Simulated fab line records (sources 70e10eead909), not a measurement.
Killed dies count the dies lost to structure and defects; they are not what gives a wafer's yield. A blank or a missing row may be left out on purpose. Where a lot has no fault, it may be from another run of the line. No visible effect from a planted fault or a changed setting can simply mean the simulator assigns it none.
fab line records -- flow nand_harc
record lots=12, wafers=36, last_day=24
route steps=1159 shown A_CONTACT@854 END@1159
lots untouched by any fault: they come from a run of this same line in which no faults occurred
start_h: hours from the record's opening day to when the first of the lot's shown wafers began -- wait_h: how many hours have passed since the lot's step before this one -- " unchanged from the row above -- L1.1+2: a single row standing in for several wafers -- - either no value or no given start -- * or withheld: withheld -- < > ~ a bound
route shown NAME@n: names a module that has steps shown in the file, with the first one's number in the route -- usual: mean/standard deviation taken from wafers without a fault -- same: alike in all rows -- chamber/n: place in a boat -- sites: readings site by site -- _std_site: standard deviation across them -- _edge_site: inner sites' mean taken away from outer sites' mean -- radius_mm: how far each site lies from the wafer's centre -- mask NAME#n: copy n -- behind: the last tool/chamber to shape the wafer -- hold: why the lot went on hold/how many hours it stayed there/how the hold came to an end -- device: the transistor (n, p or np) that didn't switch -- end of line: tests of these same wafers at the route's end -- where a step has no rows: the recipe by itself -- killed: count of dies lost to structure and defects at first sort (not the wafer's yield) -- map: a wafer's dies, x killed, . not, _ none there
set.NAME: the setting that was run; set.NAME@STEP: the one run at that earlier step -- model.NAME: the simulator's own value behind a step, which no gauge read
one table for each step of the route and one row for each wafer, over a sample of lots
services: when a tool's chamber went out of use (start_h, in hours from the record's first day, below 0 if earlier), for how many hours, and the reason
## steps
# step NHARC_A_CONTACT_CD_MEAS_42
# recipe target_cd_nm=200, landing_energy_ev=500
# usual cd_nm=200.1/0.48
lot.wafer,tool,chamber,start_h,wait_h,cd_nm
L259.4,cd_sem-02,0,383.30,-,200.1
L259.5,cd_sem-02,0,383.30,-,199.9
L259.6,cd_sem-02,0,383.30,-,199.9
L263.2,cd_sem-01,0,400.81,-,200.8
L263.4,cd_sem-01,0,400.81,-,200.8
L263.6,cd_sem-01,0,400.81,-,199.9
L265.1,cd_sem-02,0,409.10,-,200.1
L265.4,cd_sem-02,0,409.10,-,200.3
L265.6,cd_sem-02,0,409.10,-,199.8
L267.3,cd_sem-03,0,415.36,-,199.8
L267.4,cd_sem-03,0,415.36,-,200.1
L267.5,cd_sem-03,0,415.36,-,199.8
L270.1,cd_sem-01,0,444.05,-,200.1
L270.2,cd_sem-01,0,444.05,-,200.6
L270.4,cd_sem-01,0,444.05,-,199.9
L274.1,cd_sem-02,0,452.18,-,200.0
L274.4,cd_sem-02,0,452.18,-,199.4
L274.6,cd_sem-02,0,452.18,-,199.8
L273.2,cd_sem-02,0,456.22,-,199.8
L273.4,cd_sem-02,0,456.22,-,200.1
L273.5,cd_sem-02,0,456.22,-,200.2
L275.1,cd_sem-01,0,467.53,-,200.0
L275.3,cd_sem-01,0,467.53,-,199.9
L275.6,cd_sem-01,0,467.53,-,199.8
L276.1,cd_sem-01,0,469.38,-,200.3
L276.4,cd_sem-01,0,469.38,-,200.8
L276.6,cd_sem-01,0,469.38,-,200.7
L277.2,cd_sem-02,0,476.11,-,200.6
L277.3,cd_sem-02,0,476.11,-,200.2
L277.6,cd_sem-02,0,476.11,-,200.9
L278.3,cd_sem-01,0,496.45,-,199.7
L278.5,cd_sem-01,0,496.45,-,199.2
L278.6,cd_sem-01,0,496.45,-,199.2
L280.1,cd_sem-01,0,502.19,-,200.4
L280.2,cd_sem-01,0,502.19,-,200.0
L280.4,cd_sem-01,0,502.19,-,200.6
# step NHARC_A_CONTACT_ETCH_49
# recipe target_depth_a=2600, over_etch_frac=0.3, time_s=475.3, ion_energy_ev=200, n2_flow_sccm=150, h2_flow_sccm=150, ar_flow_sccm=0, rf_w=400, bias_w=150, chemistry=N2/H2
# usual bias_w=150.0/0.43, chamber_pressure_mTorr=30.001/0.028, drypump_motor_current_A=5.9/0.52, oes_product_au=0.999/0.0061, rf_vpp_V=430.6/2.5, showerhead_plenum_p_Torr=2.04/0.088, throttle_valve_pct=14.171/0.0084
lot.wafer,tool,chamber,start_h,wait_h,bias_w,chamber_pressure_mTorr,drypump_motor_current_A,oes_product_au,rf_hours_counter_h,rf_vpp_V,showerhead_plenum_p_Torr,throttle_valve_pct
L259.4,rie_diel-09,0,-,-,150.3,30.007,5.4,0.994,22,430.1,2.11,14.168
L259.5,rie_diel-09,2,-,-,149.5,30.048,6.1,0.998,-,433.9,2.11,14.180
L259.6,rie_diel-09,3,-,-,150.0,29.999,6.3,0.992,-,429.8,2.00,14.170
L263.4,rie_diel-08,2,-,-,149.7,30.029,6.3,1.005,37,426.2,1.89,14.177
L263.2,rie_diel-08,3,-,-,149.9,30.033,6.4,1.009,34,431.5,2.09,14.173
L263.6,rie_diel-08,0,-,-,150.6,29.961,5.9,1.017,-,432.0,2.10,14.186
L265.1,rie_diel-09,1,-,-,150.3,29.982,6.0,0.994,27,428.0,1.96,14.161
L265.4,rie_diel-09,2,-,-,149.9,29.991,6.1,0.992,28,432.1,2.11,14.186
L265.6,rie_diel-09,2,-,-,150.0,29.949,6.1,0.994,-,431.2,2.11,14.194
L267.4,rie_diel-07,3,-,-,150.2,29.963,5.8,1.002,0,426.6,1.90,14.182
L267.3,rie_diel-07,0,-,-,149.7,30.000,4.8,1.002,0,434.6,2.20,14.179
L267.5,rie_diel-07,1,-,-,150.0,29.999,4.8,1.002,-,431.8,2.06,14.172
L270.1,rie_diel-08,2,-,-,149.5,30.025,6.3,0.998,55,426.9,1.89,14.152
L270.2,rie_diel-08,3,-,-,150.2,29.974,6.3,0.999,52,432.3,2.08,14.170
L270.4,rie_diel-08,1,-,-,149.8,30.028,6.5,1.004,53,432.8,2.07,14.172
L274.4,rie_diel-08,3,-,-,149.9,29.945,6.3,1.001,56,431.9,2.08,14.169
L274.1,rie_diel-08,0,-,-,150.1,29.991,5.9,0.992,54,433.2,2.10,14.178
L274.6,rie_diel-08,2,-,-,149.9,29.992,6.3,0.999,-,427.0,1.88,14.153
L273.4,rie_diel-07,0,-,-,149.8,29.985,4.7,0.999,18,434.9,2.19,14.182
L273.2,rie_diel-07,1,-,-,149.7,29.964,4.8,0.997,16,431.3,2.05,14.184
L273.5,rie_diel-07,0,-,-,149.2,30.008,4.7,1.007,-,435.6,2.19,14.172
L275.1,rie_diel-07,3,-,-,150.3,30.024,5.8,1.005,22,425.7,1.89,14.173
L275.3,rie_diel-07,1,-,-,150.2,30.021,4.7,1.012,22,430.5,2.05,14.173
L275.6,rie_diel-07,0,-,-,150.5,29.982,4.8,1.001,-,434.4,2.19,14.177
L276.4,rie_diel-09,1,-,-,150.1,30.045,6.0,0.994,5,429.5,1.96,14.169
L276.1,rie_diel-09,3,-,-,149.6,29.996,6.3,0.996,5,430.5,1.99,14.178
L276.6,rie_diel-09,1,-,-,149.7,30.010,6.0,1.006,-,428.3,1.96,14.168
L277.2,rie_diel-09,1,-,-,150.1,30.015,6.0,0.984,6,428.9,1.96,14.162
L277.3,rie_diel-09,2,-,-,149.1,30.031,6.1,0.993,6,432.3,2.11,14.182
L277.6,rie_diel-09,0,-,-,149.9,30.012,5.5,0.991,-,431.4,2.10,14.170
L278.3,rie_diel-09,1,-,-,150.7,29.956,6.0,1.000,10,428.8,1.96,14.173
L278.5,rie_diel-09,0,-,-,149.7,29.996,5.5,0.992,-,431.4,2.10,14.168
L278.6,rie_diel-09,1,-,-,150.5,29.971,6.0,0.991,-,427.8,1.96,14.176
L280.2,rie_diel-08,3,-,-,150.0,29.987,6.3,1.005,6,431.1,2.07,14.157
L280.1,rie_diel-08,1,-,-,150.0,30.001,6.5,1.002,7,430.8,2.07,14.168
L280.4,rie_diel-08,2,-,-,149.9,30.024,6.4,1.007,7,434.2,2.22,14.178
# step NHARC_A_CONTACT_ETCH_51
# recipe target_depth_a=36000, over_etch_frac=0.3, time_s=936, ion_energy_ev=150, o2_flow_sccm=400, cos_flow_sccm=20, ar_flow_sccm=0, rf_w=500, bias_w=300, chemistry=O2/COS
# usual bias_w=300.0/0.96, chamber_pressure_mTorr=20.005/0.019, drypump_motor_current_A=5.9/0.55, oes_product_au=1.001/0.0067, rf_vpp_V=314.2/2, showerhead_plenum_p_Torr=3.13/0.12, throttle_valve_pct=28.329/0.0095
lot.wafer,tool,chamber,start_h,wait_h,bias_w,chamber_pressure_mTorr,drypump_motor_current_A,oes_product_au,rf_hours_counter_h,rf_vpp_V,showerhead_plenum_p_Torr,throttle_valve_pct
L259.4,rie_diel-09,0,384.25,-,300.3,19.970,5.5,0.996,22,315.9,3.22,28.332
L259.5,rie_diel-09,2,384.25,-,299.3,20.033,6.1,0.995,-,317.3,3.23,28.329
L259.6,rie_diel-09,3,384.25,-,298.2,19.980,6.3,0.995,-,312.8,3.06,28.334
L263.2,rie_diel-08,1,401.78,-,299.8,20.041,6.5,1.004,36,316.5,3.18,28.335
L263.4,rie_diel-08,3,401.78,-,298.6,20.026,6.4,1.012,35,313.0,3.19,28.330
L263.6,rie_diel-08,1,401.78,-,299.1,19.960,6.5,1.006,-,314.1,3.18,28.323
L265.4,rie_diel-09,3,411.01,-,-,-,-,-,-,-,-,-
L265.1,rie_diel-09,0,411.01,-,-,-,-,-,-,-,-,-
L265.6,rie_diel-09,3,411.01,-,-,-,-,-,-,-,-,-
L267.4,rie_diel-07,2,416.25,-,-,-,-,-,-,-,-,-
L267.3,rie_diel-07,0,416.25,-,-,-,-,-,-,-,-,-
L267.5,rie_diel-07,2,416.25,-,-,-,-,-,-,-,-,-
L270.1,rie_diel-08,2,444.84,-,300.3,19.991,6.3,0.994,55,310.4,2.90,28.329
L270.2,rie_diel-08,3,444.84,-,301.0,20.004,6.4,0.998,53,315.5,3.18,28.323
L270.4,rie_diel-08,1,444.84,-,300.6,19.991,6.4,1.007,54,314.3,3.17,28.317
L274.1,rie_diel-08,1,453.37,-,299.7,19.991,6.5,0.996,58,314.9,3.17,28.338
L274.4,rie_diel-08,3,453.37,-,301.0,20.042,6.4,1.011,57,315.2,3.18,28.336
L274.6,rie_diel-08,1,453.37,-,302.4,19.963,6.5,1.007,-,315.5,3.17,28.320
L273.2,rie_diel-07,3,457.19,-,301.9,19.996,5.8,1.004,18,311.4,2.91,28.324
L273.4,rie_diel-07,0,457.19,-,301.6,20.011,4.8,0.996,18,317.0,3.33,28.325
L273.5,rie_diel-07,1,457.19,-,300.0,20.028,4.8,1.001,-,313.2,3.14,28.331
L275.1,rie_diel-07,0,468.49,-,301.0,20.024,4.7,0.996,23,319.0,3.33,28.336
L275.3,rie_diel-07,1,468.49,-,301.4,19.975,4.8,1.002,22,315.2,3.13,28.329
L275.6,rie_diel-07,0,468.49,-,300.5,20.041,4.7,0.996,-,317.3,3.33,28.317
L276.1,rie_diel-09,0,470.17,-,301.4,20.031,5.5,1.001,4,315.0,3.21,28.332
L276.4,rie_diel-09,2,470.17,-,300.2,20.015,6.1,0.988,6,316.0,3.22,28.343
L276.6,rie_diel-09,1,470.17,-,299.8,20.008,6.0,0.996,-,312.5,3.01,28.329
L277.3,rie_diel-09,1,477.03,-,300.9,20.016,6.0,0.994,6,312.2,3.01,28.335
L277.2,rie_diel-09,2,477.03,-,299.4,20.005,6.1,1.004,7,315.4,3.22,28.337
L277.6,rie_diel-09,0,477.03,-,300.0,20.003,5.4,0.989,-,314.7,3.21,28.319
L278.3,rie_diel-09,0,497.23,-,300.6,20.021,5.5,0.997,9,317.3,3.21,28.327
L278.6,rie_diel-09,0,497.23,-,301.1,20.005,5.5,0.994,-,316.6,3.21,28.328
L278.5,rie_diel-09,1,497.23,-,300.3,20.009,6.0,0.994,-,312.9,3.01,28.315
L280.1,rie_diel-08,2,502.98,-,300.9,19.987,6.3,1.012,7,315.9,3.37,28.329
L280.4,rie_diel-08,0,502.98,-,299.9,19.990,5.9,0.992,6,314.5,3.19,28.317
L280.2,rie_diel-08,1,502.98,-,299.4,20.005,6.4,1.005,7,315.8,3.16,28.330
# step NHARC_A_CONTACT_ETCH_117
# recipe source_w=withheld, pressure_mtorr=20, bias_v=3000, time_s=94, target_depth_a=9220, ar_flow_sccm=withheld, c4f8_flow_sccm=withheld, o2_flow_sccm=withheld, chemistry=C4F8/O2/Ar
# usual chamber_pressure_mTorr=20.002/0.018, oes_air_line_au=1.003/0.02
lot.wafer,tool,chamber,start_h,wait_h,chamber_pressure_mTorr,oes_air_line_au,rf_hours_counter_h
L259.4,har_cap_etch-01,1,385.46,0.1,20.005,1.023,-
L259.6,har_cap_etch-01,1,385.46,0.1,20.009,1.020,-
L259.5,har_cap_etch-01,0,385.46,0.1,19.997,1.023,-
L263.2,har_cap_etch-01,0,403.03,0.1,19.998,1.005,62
L263.4,har_cap_etch-01,1,403.03,0.1,20.007,0.974,-
L263.6,har_cap_etch-01,0,403.03,0.1,20.003,0.963,-
L265.1,har_cap_etch-03,0,412.27,0.1,20.022,0.977,89
L265.4,har_cap_etch-03,0,412.27,0.1,20.005,0.997,-
L265.6,har_cap_etch-03,1,412.27,0.1,20.003,0.994,-
L267.4,har_cap_etch-02,0,417.53,0.1,19.988,0.982,-
L267.3,har_cap_etch-02,1,417.53,0.1,20.003,0.986,-
L267.5,har_cap_etch-02,1,417.53,0.1,20.014,1.001,-
L270.2,har_cap_etch-01,0,446.15,0.1,20.007,1.026,69
L270.1,har_cap_etch-01,1,446.15,0.1,20.021,1.001,69
L270.4,har_cap_etch-01,0,446.15,0.1,20.040,1.016,-
L274.1,har_cap_etch-03,1,454.63,0.1,19.993,1.011,98
L274.4,har_cap_etch-03,0,454.63,0.1,20.044,0.994,-
L274.6,har_cap_etch-03,1,454.63,0.1,19.981,1.004,-
L273.2,har_cap_etch-02,0,458.37,0.1,19.990,1.001,25
L273.4,har_cap_etch-02,0,458.37,0.1,19.993,0.964,-
L273.5,har_cap_etch-02,0,458.37,0.1,20.018,1.000,-
L275.1,har_cap_etch-01,1,469.82,0.1,19.991,0.988,76
L275.3,har_cap_etch-01,0,469.82,0.1,19.998,0.990,-
L275.6,har_cap_etch-01,1,469.82,0.1,19.971,1.006,-
L276.1,har_cap_etch-03,0,471.73,0.1,20.033,0.999,101
L276.4,har_cap_etch-03,1,471.73,0.1,19.977,0.986,-
L276.6,har_cap_etch-03,1,471.73,0.1,19.989,1.042,-
L277.2,har_cap_etch-02,1,478.23,0.1,20.009,1.024,29
L277.3,har_cap_etch-02,0,478.23,0.1,19.982,1.009,-
L277.6,har_cap_etch-02,0,478.23,0.1,20.001,1.034,-
L278.3,har_cap_etch-03,0,498.59,0.1,20.014,1.043,-
L278.6,har_cap_etch-03,1,498.59,0.1,19.993,0.972,-
L278.5,har_cap_etch-03,0,498.59,0.1,19.995,0.995,-
L280.2,har_cap_etch-03,1,504.30,0.1,20.006,0.980,106
L280.1,har_cap_etch-03,0,504.30,0.1,19.977,1.024,106
L280.4,har_cap_etch-03,0,504.30,0.1,20.010,1.047,-
# step NHARC_END_SORT_01
# recipe temp_c=25
# usual killed_at_array=26/9.9, killed_at_other=0.8/1, killed_at_periphery=2.8/2.2, killed_dies=29/9.9, killed_open=3.2/1.8, killed_short=2.1/1.4
# same gross_dies=677
lot.wafer,tool,chamber,start_h,wait_h,killed_at_array,killed_at_other,killed_at_periphery,killed_dies,killed_open,killed_short
L265.1,prober-02,0,480.93,2.5,675,0,2,677,6,1
L265.4,prober-02,0,483.31,3.4,675,2,0,677,3,1
L265.6,prober-02,0,484.90,4.0,676,1,0,677,6,1
L267.3,prober-02,0,498.12,3.1,676,0,1,677,4,3
L267.4,prober-02,0,498.94,3.4,675,1,1,677,2,3
L267.5,prober-02,0,499.75,3.7,675,2,0,677,1,0
# killed by level:class
L265.1 A_CONTACT:area_etch=636 A_CHANNEL_HOLE_D1:chamber_film_flake=17 A_SLIT:chamber_film_flake=11 A_STAIRCASE:chamber_film_flake=3 A_WL_FILL:geometric_particle:open=2 A_CONTACT:chamber_film_flake=2 P_CONTACT:geometric_particle:open=1 P_M0:geometric_particle:open=1
L265.4 A_CONTACT:area_etch=644 A_CHANNEL_HOLE_D1:chamber_film_flake=12 A_SLIT:chamber_film_flake=12 A_CONTACT:geometric_particle:open=2 A_CONTACT:chamber_film_flake=2 THIN_TSV:chamber_film_flake=2 A_SGD_CUT:geometric_particle:short=1 A_WL_FILL:geometric_particle:open=1
L265.6 A_CONTACT:area_etch=633 A_SLIT:chamber_film_flake=16 A_CHANNEL_HOLE_D1:chamber_film_flake=12 A_CONTACT:chamber_film_flake=4 A_CONTACT:geometric_particle:open=3 A_STAIRCASE:chamber_film_flake=3 A_CHANNEL_FILL_D1:geometric_particle:open=2 A_CHANNEL_FILL_D1:geometric_particle:short=1
L267.3 A_CONTACT:area_etch=653 A_CONTACT:chamber_film_flake=7 A_CONTACT:geometric_particle:open=3 A_CHANNEL_FILL_D1:chamber_film_flake=3 A_STAIRCASE:chamber_film_flake=3 A_SGD_CUT:geometric_particle:short=2 A_CHANNEL_HOLE_D1:chamber_film_flake=2 A_CHANNEL_FILL_D1:geometric_particle:short=1
L267.4 A_CONTACT:area_etch=660 A_STAIRCASE:chamber_film_flake=4 A_CONTACT:chamber_film_flake=3 A_CHANNEL_FILL_D1:geometric_particle:short=2 A_CHANNEL_FILL_D1:geometric_particle:open=1 A_SGD_CUT:geometric_particle:short=1 A_CONTACT:geometric_particle:open=1 P_GATE:chamber_film_flake=1
L267.5 A_CONTACT:area_etch=659 A_CONTACT:chamber_film_flake=6 A_STAIRCASE:chamber_film_flake=5 A_CHANNEL_HOLE_D1:chamber_film_flake=3 HYBRID_BOND:chamber_film_flake=2 A_BLC:geometric_particle:open=1 A_WL_FILL:chamber_film_flake=1
## services
tool,chamber,start_h,hours,kind
rie_diel-09,0,361.20,-,clean
rie_diel-09,1,361.20,-,clean
rie_diel-09,2,361.20,-,clean
rie_diel-09,3,361.20,-,clean
rie_diel-07,1,371.43,2.3,repair
rie_diel-09,0,385.90,-,clean
rie_diel-09,1,385.90,-,clean
rie_diel-09,2,385.90,-,clean
rie_diel-09,3,385.90,-,clean
har_cap_etch-03,-,394.39,0.1,repair
rie_diel-07,-,406.41,9.0,pm
rie_diel-09,0,410.47,-,clean
rie_diel-09,1,410.47,-,clean
rie_diel-09,2,410.47,-,clean
rie_diel-09,3,410.47,-,clean
rie_diel-09,1,412.88,7.5,repair
rie_diel-09,-,431.13,9.0,pm
rie_diel-09,0,431.13,9.0,vent_cycle
rie_diel-09,1,431.13,9.0,vent_cycle
rie_diel-09,2,431.13,9.0,vent_cycle
rie_diel-09,3,431.13,9.0,vent_cycle
rie_diel-09,0,440.13,-,clean
rie_diel-08,-,478.81,9.0,pm
rie_diel-09,2,479.59,2.0,repair
## key
first_sign step=NHARC_A_CONTACT_ETCH_51, reading=tool_record, direction=missing
effect step=NHARC_END_SORT_01, reading=killed_at_array, direction=up, sigmas=66, usual=26, struck=675
more_kills_born_at NHARC_A_CONTACT_ETCH_51@rie_diel-07=1969, NHARC_A_CONTACT_ETCH_51@rie_diel-09=1913
met_at NHARC_A_CONTACT_ETCH_51
struck_lots L265,L267
later_rows_left_out L265.1,L265.4,L265.6,L267.3,L267.4,L267.5
tester_left_out L265,L267
not_acting_at NHARC_A_CONTACT_CD_MEAS_42,NHARC_A_CONTACT_ETCH_49,NHARC_A_CONTACT_ETCH_117
onset_between 384.25 411.01
fault kind=skipped_step_whole, tool=rie_diel-07,rie_diel-09, chamber=-, onset_h=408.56, steps=NHARC_A_CONTACT_ETCH_51, scope=struck_lots_only
# tester_left_out: of these lots the tester's yield and bins aren't shown, on N5 and GAA mostly nor the transistor test; their killed dies are dies lost to structure and defects alone, not to doping, threshold or leakage, so they don't give the yield
# later_rows_left_out: the simulator's readings of these wafers behind a module that went badly wrong aren't trusted and aren't shown, but for the sort
